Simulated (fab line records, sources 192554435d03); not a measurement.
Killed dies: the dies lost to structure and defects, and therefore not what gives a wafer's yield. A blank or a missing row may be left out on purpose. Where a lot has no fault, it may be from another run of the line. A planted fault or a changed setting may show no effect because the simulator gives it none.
Which tool is to blame?	flow n5 finfet	10 lots, 29 wafers sampled, at 4 steps of a route of 1938

== WHAT THE GAUGES SHOWED, per wafer ==
N5_BEOL_M11_OCD_MEAS_38.
lot	measured	on	trench depth nm (nm)
L968	day 10 00:09	ocd-02	145.7 145.5 149.0
L972	day 10 16:14	ocd-01	146.8 145.4 149.1
L973	day 10 22:34	ocd-01	147.4 143.3 148.5
L974	day 11 00:15	ocd-02	145.5 151.3 151.0
L976	day 11 02:57	ocd-02	148.1 151.4 147.0
L975	day 11 07:06	ocd-02	152.1 150.0 149.2
L978	day 11 17:17	ocd-01	147.9 147.7 143.8
L982	day 15 01:55	ocd-02	144.8 149.7 153.3
L988	day 15 18:05	ocd-01	145.7 151.8 154.1
L987	day 17 01:53	ocd-01	148.7 147.6

== EACH LOT AND THE TOOL THAT RAN IT (in order: tool; ch and the chambers of the sampled wafers; start) ==
lot	N5_BEOL_M11_DESCUM_16	N5_BEOL_M11_ETCH_65	N5_BEOL_M11_VIA_ETCH_34
L968	rie diel-06 ch 0,1,2, day 9 22:40	rie diel-05 ch 1,2,3, day 9 23:41	rie diel-05 ch 1,2,3, day 9 23:52
L972	rie diel-06 ch 1,2,3, day 10 14:40	rie diel-01 ch 1,2,3, day 10 15:47	rie diel-01 ch 1,2,3, day 10 15:58
L973	rie diel-05 ch 0,1,3, day 10 20:40	rie diel-05 ch 1,3, day 10 22:07	rie diel-05 ch 1,3, day 10 22:17
L974	rie diel-06 ch 0,1,2, day 10 22:32	rie diel-05 ch 0,1,3, day 10 23:47	rie diel-05 ch 0,1,3, day 10 23:58
L976	rie diel-01 ch 1,2,3, day 11 01:19	rie diel-06 ch 0,2,3, day 11 02:29	rie diel-06 ch 0,2,3, day 11 02:40
L975	rie diel-01 ch 1,2, day 11 05:46	rie diel-05 ch 0,3, day 11 06:38	rie diel-05 ch 0,3, day 11 06:49
L978	rie diel-01 ch 2,3, day 11 14:30	rie diel-06 ch 0,1,3, day 11 16:50	rie diel-06 ch 0,1,3, day 11 17:00
L982	rie diel-05 ch 2,3, day 15 00:09	rie diel-01 ch 0,1,2, day 15 01:27	rie diel-01 ch 0,1,2, day 15 01:38
L988	rie diel-05 ch 1,3, day 15 16:35	rie diel-01 ch 1,2,3, day 15 17:38	rie diel-01 ch 1,2,3, day 15 17:49
L987	rie diel-01 ch 0,1, day 16 23:22	rie diel-06 ch 0,2, day 17 01:26	rie diel-06 ch 0,2, day 17 01:36
- N5_BEOL_M11_DESCUM_16: chemistry O2, time 7.9 s.
- N5_BEOL_M11_ETCH_65: etches SiARC in CF4, target depth 39 nm, time 65 s.
- N5_BEOL_M11_VIA_ETCH_34: etches SiCOH lowk in C4F6/O2, target depth 184.5 nm, time 69.2 s.

== THE ANSWER, worked out from the rows above alone ==
Rule: what is usual is taken from the lots themselves. Put in order of their means at a reading, lots are off if they are a third of the lots or fewer, leave a main group of 4 or more, and stand apart from it by a gap of 3 or more times the standard deviation of the main group's means; of several such gaps the widest counts. Not used: any main group whose means are identical at the precision the tables above print for the reading. A lot without any number at a reading at which 4 lots or more have one is off too. Where the step has rows for the other lots, those lots are counted as sound.
None of the lots is off at any reading shown; this tells nothing.

== WHAT THE SIMULATOR HAD INSERTED ==
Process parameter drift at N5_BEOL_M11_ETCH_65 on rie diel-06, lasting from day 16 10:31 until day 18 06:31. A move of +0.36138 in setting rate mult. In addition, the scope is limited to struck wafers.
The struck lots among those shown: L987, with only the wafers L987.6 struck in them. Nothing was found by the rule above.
